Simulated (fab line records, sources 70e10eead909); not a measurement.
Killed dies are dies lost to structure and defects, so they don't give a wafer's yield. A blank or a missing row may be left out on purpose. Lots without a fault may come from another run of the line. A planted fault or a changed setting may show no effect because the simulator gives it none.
Chamber matching | flow nand_harc | NHARC_A_STAIRCASE_TRIM_187 on rie_diel-04: 4 sister chambers
The step chemistry O2, time 211.2 s. 8 wafers are shown with their chamber, then 8 later ones without.

WAFERS WITH THEIR CHAMBER
wafer  | chamber | oes_product_au (a.u.) | showerhead_plenum_p_Torr (Torr)
L074.1 | 1       | 0.992                 | 3.62
L078.6 | 1       | 0.986                 | 3.61
L079.4 | 2       | 1.000                 | 3.58
L080.5 | 3       | 1.005                 | 3.80
L081.2 | 2       | 0.997                 | 3.58
L081.3 | 0       | 0.989                 | 3.46
L081.4 | 0       | 1.003                 | 3.46
L086.2 | 3       | 1.006                 | 3.79

WAFERS WITHOUT THEIR CHAMBER
wafer  | oes_product_au (a.u.) | showerhead_plenum_p_Torr (Torr)
L086.5 | 1.003                 | 3.57
L086.6 | 1.010                 | 3.79
L087.1 | 0.997                 | 3.45
L087.2 | 1.000                 | 3.57
L087.6 | 1.005                 | 3.45
L095.2 | 0.983                 | 3.58
L095.4 | 0.997                 | 3.58
L095.5 | 0.990                 | 3.77

WHICH CHAMBER EACH WENT THROUGH
wafer  | from the rows above | in truth
L086.5 | 2                   | 2
L086.6 | 3                   | 3
L087.1 | 0                   | 0
L087.2 | 2                   | 2
L087.6 | 0                   | 0
L095.2 | 2                   | 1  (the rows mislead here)
L095.4 | 2                   | 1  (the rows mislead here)
L095.5 | 3                   | 3
Placed correctly: 6 of 8. Can't be placed from these rows: 0. Placed wrongly: 2.
How it was worked out, from the rows above alone: a wafer's distance from a chamber is the root of the sum, over the readings, of the square of ((its reading less the chamber's mean) divided by the reading's scatter). The wafer belongs to the nearest chamber; if the next one is less than 2 further off, it can't be placed. A chamber's mean is the mean of its shown wafers. The scatter: the root of (the sum of the squares of (reading less its chamber's mean) over the shown wafers, divided by (wafers less chambers)).
